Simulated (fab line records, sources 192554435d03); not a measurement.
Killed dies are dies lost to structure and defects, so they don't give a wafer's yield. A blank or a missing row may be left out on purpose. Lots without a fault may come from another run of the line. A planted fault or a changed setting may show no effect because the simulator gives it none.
A struck lot beside a sound one | flow n5_finfet | 43 steps out of a route of 1938
Sound: wafers L600.4, L600.5, L600.6. Struck: wafer L593.5. The cause comes at the end.
At each step with rows: each side's tool, then ch and its chambers, then its first start. Under that, the readings that differ: sound wafers | struck wafers | difference of the means | sigmas: that difference in standard deviations of wafers without a fault.
alike: readings whose means differ by less than 2 such deviations, and words and numbers that are the same on both sides. not compared: withheld readings, readings that some wafer has no value for, bounds like >300 that may hide the same value, and numbers for which the record gives no deviation and whose values overlap.
The two part at a step that has a row with sigmas, a row that says differs or no value, or rows on one side only. Numbers that don't overlap but have no deviation are shown without sigmas and don't part them. A reading that every wafer of one side lacks parts them only if that side has two wafers or more.

first, 4 steps without rows for these wafers: N5_BEOL_M10_SPUTTER_48 (material Cu, target thk 12 nm, time 2 s); N5_BEOL_M10_ECD_50 (material Cu, target thk 318 nm); N5_BEOL_M10_ANNEAL_51 (time 90 s); N5_BEOL_M10_CMP_52 (polishes, stops on SiCOH lowk, t overpolish 7 s, target thk 140 nm).
N5_BEOL_M10_THK_MEAS_53: measures by xrf.
  sound on film_metro-01, day 13 08:10; struck on film_metro-01, day 12 05:41
  alike: M10_THK
then, 1 step without rows for these wafers: N5_BEOL_M10_PRE_CLEAN_55 (time 15 s).
N5_BEOL_M10_DEP_56: deposits SiCN from 3MS/NH3, target thk 15 nm, time 26.5 s.
  sound on pecvd-03 ch 0,1,2, day 13 08:15; struck on pecvd-03 ch 2, day 12 05:46
  alike: showerhead_plenum_p_Torr, throttle_valve_pct
N5_BEOL_M10_RS_MEAS_57: measures by four-point-probe.
  sound on film_metro-02, day 13 08:18; struck on film_metro-01, day 12 05:49
  alike: M10_RS
N5_BEOL_M10_INSPECT_58: inspects for defects (darkfield).
  sound on defect_inspect-01, day 13 08:20; struck on defect_inspect-02, day 12 05:50
  alike: raw_defect_count
N5_BEOL_M11_ILD_DEP_00: deposits SiCOH lowk from DEMS/porogen, target thk 308.51 nm, time 58 s.
  sound on pecvd-02 ch 0,1,2, day 13 08:23; struck on pecvd-04 ch 0, day 12 05:55
  reading            | sound       | struck | difference | sigmas
  heater_power_w (W) | 375 317 382 | 263    | -95        | -2
  alike: showerhead_plenum_p_Torr, throttle_valve_pct
then, 1 step without rows for these wafers: N5_BEOL_M11_CURE_71 (cures SiCOH lowk, time 240 s).
N5_BEOL_M11_THK_MEAS_01:
  sound on film_metro-01, day 13 09:19; struck on film_metro-02, day 12 06:28
  alike: M11_ILD_THK
N5_BEOL_M11_PECVD_70: deposits SiO2 from TEOS/O2, target thk 20 nm, time 22.7 s.
  sound on pecvd-01 ch 0,1,2, day 13 09:22; struck on pecvd-02 ch 2, day 12 06:31
  reading                                     | sound                | struck | difference | sigmas
  susceptor_temp_C (C)                        | 400.16 399.77 400.22 | 388.25 | -11.80     | -51
  model.SiO2_of_BEOL_M11_PECVD_70.thk_nm (nm) | 19.8 20 20           | 21.2   | +1.3       |
  alike: heater_power_w, showerhead_plenum_p_Torr, throttle_valve_pct
then, 9 steps without rows for these wafers: N5_BEOL_M11_HM_DEP_02 (deposits TiN, target thk 20 nm); N5_BEOL_M11_COAT_59 (time 60 s, resist thk 100 nm); N5_BEOL_M11_COAT_60 (time 60 s, resist thk 30 nm); N5_BEOL_M11_COAT_05 (resist thk 90 nm); N5_BEOL_M11_EBR_07; N5_BEOL_M11_SOFTBAKE_06 (time 60 s); N5_BEOL_M11_EXPOSE_08 (exposes mask M11); N5_BEOL_M11_PEB_09 (peb time 60 s); N5_BEOL_M11_DEVELOP_10 (develop time 30 s).
N5_BEOL_M11_CD_MEAS_11: target cd 64.1 nm.
  sound on cd_sem-03 ch 0, day 13 11:14; struck on cd_sem-03 ch 0, day 12 08:13
  alike: cd_nm
N5_BEOL_M11_OVL_MEAS_12:
  sound on overlay-02 ch 0, day 13 11:16; struck on overlay-02 ch 0, day 12 08:14
  alike: M11_OVL
N5_BEOL_M11_INSPECT_13: inspects for defects (brightfield).
  sound on defect_inspect-02, day 13 11:17; struck on defect_inspect-02, day 12 08:16
  alike: raw_defect_count
N5_BEOL_M11_DESCUM_16: chemistry O2, time 7.9 s.
  sound on rie_diel-03 ch 1,2,3, day 13 11:19; struck on rie_diel-06 ch 2, day 12 08:19
  reading                | sound             | struck | difference | sigmas
  throttle_valve_pct (%) | 20.33 20.43 19.93 | 20.84  | +0.61      | +3
  alike: drypump_motor_current_A, oes_product_au, rf_vpp_V, showerhead_plenum_p_Torr
  not compared: rf_hours_counter_h
N5_BEOL_M11_ETCH_61: etches SiARC in CF4, target depth 39 nm, time 65 s.
  sound on rie_diel-03 ch 1,2,3, day 13 11:21; struck on rie_diel-06 ch 2, day 12 08:22
  reading                | sound             | struck | difference | sigmas
  mfc_ar_sccm (sccm)     | 99.8 100.6 100.2  | 99.5   | -0.7       | -2
  throttle_valve_pct (%) | 15.55 15.76 15.13 | 16.02  | +0.54      | +2
  alike: cf4_flow_sccm, drypump_motor_current_A, etch_rf_on_time_s, oes_product_au, rf_vpp_V, showerhead_plenum_p_Torr
  not compared: rf_hours_counter_h
then, 4 steps without rows for these wafers: N5_BEOL_M11_ETCH_62 (etches SOC in N2/H2, target depth 110 nm, overetch 22 nm, time 165 s); N5_BEOL_M11_STRIP_68 (strips in N2/H2); N5_BEOL_M11_STRIP_67 (strips in CF4); N5_BEOL_M11_HM_OPEN_17 (chemistry Cl2/BCl3, target TiN, target depth 20 nm, overetch 6 nm).
N5_BEOL_M11_STRIP_19: strips in O2.
  sound on rie_diel-05 ch 0,1,3, day 13 11:42; struck on rie_diel-03 ch 2, day 12 08:44
  alike: drypump_motor_current_A, oes_product_au, rf_vpp_V, showerhead_plenum_p_Torr, throttle_valve_pct
  not compared: rf_hours_counter_h
N5_BEOL_M11_CD_MEAS_18: pitch 140 nm, target cd 70 nm.
  sound on cd_sem-03, day 13 11:47; struck on cd_sem-02, day 12 08:47
  alike: cd_nm
then, 8 steps without rows for these wafers: N5_BEOL_M11_COAT_63 (time 60 s, resist thk 100 nm); N5_BEOL_M11_COAT_64 (time 60 s, resist thk 30 nm); N5_BEOL_M11_COAT_22 (resist thk 90 nm); N5_BEOL_M11_EBR_24; N5_BEOL_M11_SOFTBAKE_23 (time 60 s); N5_BEOL_M11_EXPOSE_25 (exposes mask V10); N5_BEOL_M11_PEB_26 (peb time 60 s); N5_BEOL_M11_DEVELOP_27 (develop time 30 s).
N5_BEOL_M11_CD_MEAS_28: target cd 70 nm.
  sound on cd_sem-01 ch 0, day 13 13:30; struck on cd_sem-02 ch 0, day 12 10:17
  reading    | sound          | struck | difference | sigmas
  cd_nm (nm) | 69.7 69.6 69.7 | 71.2   | +1.5       | +2
N5_BEOL_M11_HM_STRIP_39: strips TiN in peroxide tin strip, target depth 25 nm, time 158 s.
  sound on wet_bench-03 ch 3,4,5, day 13 14:07; struck on wet_bench-03 ch 2, day 12 10:53
  reading                                     | sound          | struck | difference | sigmas
  model.SiO2_of_BEOL_M11_PECVD_70.thk_nm (nm) | 19.8 19.8 19.8 | 21.2   | +1.4       |

WHERE THEY PART
First at N5_BEOL_M11_ILD_DEP_00; last, within this record, at N5_BEOL_M11_CD_MEAS_28.

WHY: what the simulator had put in
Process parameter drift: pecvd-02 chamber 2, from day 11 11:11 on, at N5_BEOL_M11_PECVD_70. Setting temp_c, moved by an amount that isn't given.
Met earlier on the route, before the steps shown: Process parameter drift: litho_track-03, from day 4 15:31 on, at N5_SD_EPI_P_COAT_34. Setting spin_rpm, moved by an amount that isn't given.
